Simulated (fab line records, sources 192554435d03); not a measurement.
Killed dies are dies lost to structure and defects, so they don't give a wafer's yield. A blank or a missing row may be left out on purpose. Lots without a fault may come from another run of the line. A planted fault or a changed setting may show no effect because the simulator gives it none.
Chamber matching | flow n5_finfet | N5_GATE_CUT_STRIP_42 on rie_diel-03: 4 sister chambers
The step strips in O2. 22 wafers are shown with their chamber, then 11 later ones without.

WAFERS WITH THEIR CHAMBER
wafer  | chamber | drypump_motor_current_A (A) | showerhead_plenum_p_Torr (Torr) | oes_product_au (a.u.)
L075.2 | 0       | 6.1                         | 2.02                            | 0.79
L075.4 | 3       | 6.2                         | 2.04                            | 0.82
L075.6 | 1       | 4.7                         | 2.15                            | 0.67
L076.1 | 0       | 6.0                         | 2.02                            | 0.77
L076.2 | 3       | 6.2                         | 2.04                            | 0.82
L076.4 | 2       | 6.2                         | 2.01                            | 0.75
L077.1 | 2       | 6.2                         | 2.01                            | 0.75
L077.2 | 0       | 6.1                         | 2.02                            | 0.78
L077.5 | 0       | 6.1                         | 2.02                            | 0.78
L079.3 | 1       | 4.7                         | 2.15                            | 0.67
L079.4 | 2       | 6.2                         | 2.01                            | 0.75
L079.6 | 3       | 6.2                         | 2.03                            | 0.82
L080.3 | 3       | 6.2                         | 2.03                            | 0.82
L080.5 | 2       | 6.2                         | 2.01                            | 0.75
L080.6 | 3       | 6.2                         | 2.03                            | 0.82
L081.2 | 0       | 6.1                         | 2.01                            | 0.77
L081.3 | 1       | 4.7                         | 2.15                            | 0.66
L081.4 | 2       | 6.2                         | 2.01                            | 0.76
L086.2 | 1       | 4.7                         | 2.15                            | 0.66
L086.3 | 2       | 6.2                         | 2.00                            | 0.73
L086.6 | 0       | 6.1                         | 2.01                            | 0.77
L090.1 | 3       | 6.2                         | 2.03                            | 0.80

SIGNATURES (means of the wafers above)
reading                  | chamber 0 | chamber 1 | chamber 2 | chamber 3 | scatter within a chamber
drypump_motor_current_A  | 6.083     | 4.700     | 6.200     | 6.200     | 0.0215
showerhead_plenum_p_Torr | 2.0167    | 2.1500    | 2.0083    | 2.0333    | 0.00441
oes_product_au           | 0.7767    | 0.6650    | 0.7483    | 0.8167    | 0.00833
Rule: a wafer's distance from a chamber is the root of the sum, over the readings, of the square of ((its reading less the chamber's mean) divided by the reading's scatter). The wafer belongs to the nearest chamber; if the next one is less than 2 further off, it can't be placed. The scatter: the root of (the sum of the squares of (reading less its chamber's mean) over the shown wafers, divided by (wafers less chambers)).

WAFERS WITHOUT THEIR CHAMBER
wafer  | drypump_motor_current_A (A) | showerhead_plenum_p_Torr (Torr) | oes_product_au (a.u.)
L090.3 | 6.2                         | 2.00                            | 0.73
L090.4 | 6.1                         | 2.01                            | 0.76
L094.1 | 6.1                         | 2.00                            | 0.75
L094.5 | 6.2                         | 2.00                            | 0.72
L094.6 | 4.7                         | 2.14                            | 1.00
L096.1 | 6.2                         | 2.00                            | 0.72
L096.4 | 6.1                         | 2.00                            | 0.75
L096.5 | 6.2                         | 2.02                            | 0.78
L097.1 | 6.1                         | 2.00                            | 0.75
L097.3 | 6.2                         | 2.00                            | 0.72
L097.5 | 4.7                         | 2.14                            | 0.97

WHICH CHAMBER EACH WENT THROUGH
wafer  | from the rows above          | in truth
L090.3 | 2                            | 2
L090.4 | 0                            | 0
L094.1 | can't be placed: 0 or 2      | 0
L094.5 | 2                            | 2
L094.6 | 1                            | 1
L096.1 | 2                            | 2
L096.4 | can't be placed: 0 or 2      | 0
L096.5 | can't be placed: 2 or 3 or 0 | 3
L097.1 | can't be placed: 0 or 2      | 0
L097.3 | 2                            | 2
L097.5 | 1                            | 1
Placed correctly: 7 of 11. Can't be placed from these rows: 4 (the true chamber is among the candidates in 4). Placed wrongly: 0.
